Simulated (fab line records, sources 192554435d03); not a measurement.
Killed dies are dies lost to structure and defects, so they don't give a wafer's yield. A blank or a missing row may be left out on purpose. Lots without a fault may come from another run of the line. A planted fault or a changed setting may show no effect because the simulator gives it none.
Chamber matching | flow n5_finfet | N5_BEOL_M3_PRE_CLEAN_60 on cvd_co-01: 3 sister chambers
The step time 15 s. 3 wafers are shown with their chamber, then 8 later ones without.

WAFERS WITH THEIR CHAMBER
wafer  | chamber | heater_power_w (W)
L879.1 | 0       | 132
L884.6 | 1       | 122
L886.2 | 2       | 54

WAFERS WITHOUT THEIR CHAMBER
wafer  | heater_power_w (W)
L886.3 | 125
L886.4 | 55
L889.2 | 124
L889.5 | 127
L889.6 | 126
L888.2 | 55
L888.4 | 133
L888.6 | 55

WHICH CHAMBER EACH WENT THROUGH
wafer  | from the rows above     | in truth
L886.3 | can't be placed: 1 or 0 | 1
L886.4 | 2                       | 2
L889.2 | 1                       | 1
L889.5 | can't be placed: 0 or 1 | 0
L889.6 | can't be placed: 1 or 0 | 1
L888.2 | 2                       | 2
L888.4 | 0                       | 0
L888.6 | 2                       | 2
Placed correctly: 5 of 8. Can't be placed from these rows: 3 (the true chamber is among the candidates in 3). Placed wrongly: 0.
How it was worked out, from the rows above alone: a wafer's distance from a chamber is the root of the sum, over the readings, of the square of ((its reading less the chamber's mean) divided by the reading's scatter). The wafer belongs to the nearest chamber; if the next one is less than 2 further off, it can't be placed. A chamber's mean is the mean of its shown wafers. The scatter: with one shown wafer a chamber, the root of the mean of the squares of how far each hidden wafer lies from its nearest shown one.
